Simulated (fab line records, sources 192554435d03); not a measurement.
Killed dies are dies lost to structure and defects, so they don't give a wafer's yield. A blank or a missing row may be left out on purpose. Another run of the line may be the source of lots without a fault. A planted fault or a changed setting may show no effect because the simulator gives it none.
One fault through the eyes of 2 desks	flow n5_finfet	only its own numbers are on each desk; what lay behind them is given at the end

== AT THE TOOL OWNER'S DESK: rie_diel-03 ==
The tool's own readings at N5_STI_FIN_REVEAL_ETCHBACK_08 (etches SiO2 in C4F6/O2, target depth 30.5 nm, time 10.167 s): means of the sampled wafers that have a number, for each lot that ran on this tool. A lot is out of limits, marked OUT, if its mean lies more than 4 standard deviations from the usual mean; the brackets give that distance.
Columns: A = drypump_motor_current_A at N5_STI_FIN_REVEAL_ETCHBACK_08, usual 5.7 A; B = oes_ar_750_au at N5_STI_FIN_REVEAL_ETCHBACK_08, usual 0.80 a.u.; C = oes_product_au at N5_STI_FIN_REVEAL_ETCHBACK_08, usual 0.80 a.u.; D = rf_vpp_V at N5_STI_FIN_REVEAL_ETCHBACK_08, usual 662 V; E = showerhead_plenum_p_Torr at N5_STI_FIN_REVEAL_ETCHBACK_08, usual 2.79 Torr; F = throttle_valve_pct at N5_STI_FIN_REVEAL_ETCHBACK_08, usual 21.24 %
lot	first seen here	A	B	C	D	E	F
L809	day 2 11:08	6.0	0.71	0.70	665	2.75	21.23
L810	day 2 15:37	5.7	0.69	0.69	678	2.75	21.17
L817	day 4 10:19	6.0	0.79	0.79	659	2.79	21.39
L819	day 5 00:06	6.0	0.78	0.78	660	2.79	21.38
L821	day 5 13:28	4.9	0.95	0.97	673	2.83	20.86
Result from this desk: across the 5 lots, nothing is out of limits.

== AT THE METROLOGY DESK ==
Lot by lot, what the gauges showed, no matter which tool ran the lot: averages of those sampled wafers that carry a number. A lot is out of limits, marked OUT, if its mean lies more than 4 standard deviations from the usual mean; the brackets give that distance. Readings shown: 7 out of 13 (the first out of limits, and those lying furthest out on some lot).
Columns: A = trench_depth_nm at N5_STI_FIN_REVEAL_FIN_H_MEAS_10, usual 52.0 nm; B = DIBL_N at N5_BEOL_M4_RC_MEAS_101, usual 36.0 mV/V; C = IOFF_N at N5_BEOL_M4_RC_MEAS_101, usual 0.160 nA/um; D = IOFF_N_85C at N5_BEOL_M4_RC_MEAS_101, usual 3.1 nA/um; E = IOFF_P at N5_BEOL_M4_RC_MEAS_101, usual 0.21 nA/um; F = SS_N at N5_BEOL_M4_RC_MEAS_101, usual 71.5 mV/dec; G = SS_P at N5_BEOL_M4_RC_MEAS_101, usual 73.3 mV/dec
lot	first seen here	A	B	C	D	E	F	G
L809	day 2 14:21	51.2	36.5	0.144	2.9	0.19	71.7	73.0
L810	day 2 18:55	52.3	36.8	0.161	3.2	0.22	71.4	73.3
L811	day 3 01:26	51.7	34.9	0.140	2.7	0.18	71.4	72.7
L817	day 4 13:49	47.8 (-4.9) OUT	43.2 (+4.5) OUT	0.580 (+14) OUT	8.8 (+12) OUT	0.31	80.8 (+16) OUT	76.3 (+4.6) OUT
L819	day 5 04:40	47.7 (-5.0) OUT	43.2 (+4.5) OUT	0.439 (+9.6) OUT	7.3 (+8.8) OUT	0.41 (+5.1) OUT	79.2 (+13) OUT	76.2 (+4.4) OUT
L821	day 5 16:26	49.1	39.3	0.227	4.2	0.26	73.6	74.6
L822	day 5 20:20	52.1	36.0	0.166	3.2	0.24	71.5	73.5
L825	day 6 12:38	51.9	35.4	0.158	3.1	0.22	71.5	73.0
L826	day 6 18:55	51.5	35.9	0.167	3.2	0.20	71.2	73.4
L830	day 7 20:04	52.2	33.4	0.136	2.8	0.21	71.1	73.1
Finding of this desk: L817, L819 out of limits; the first was L817 at day 4 13:49, on trench_depth_nm at N5_STI_FIN_REVEAL_FIN_H_MEAS_10. In limits: L809, L810, L811, L821, L822, L825, L826, L830.

== TAKEN TOGETHER ==
L817, L819 would have let the metrology desk raise an alarm at day 4 13:49.
The tool owner's desk saw nothing out of limits.
Tool owner's desk: L817, L819 on record, inside its limits.
All the named lots went through N5_STI_FIN_REVEAL_ETCHBACK_08 on rie_diel-03.

== WHAT THE SIMULATOR HAD INSERTED ==
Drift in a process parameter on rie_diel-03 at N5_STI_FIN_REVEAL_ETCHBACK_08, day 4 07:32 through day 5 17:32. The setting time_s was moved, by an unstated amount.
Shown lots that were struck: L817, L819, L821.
Per desk, hours elapsed from the start of the fault to the first reading out of limits: for the metrology desk, 6.
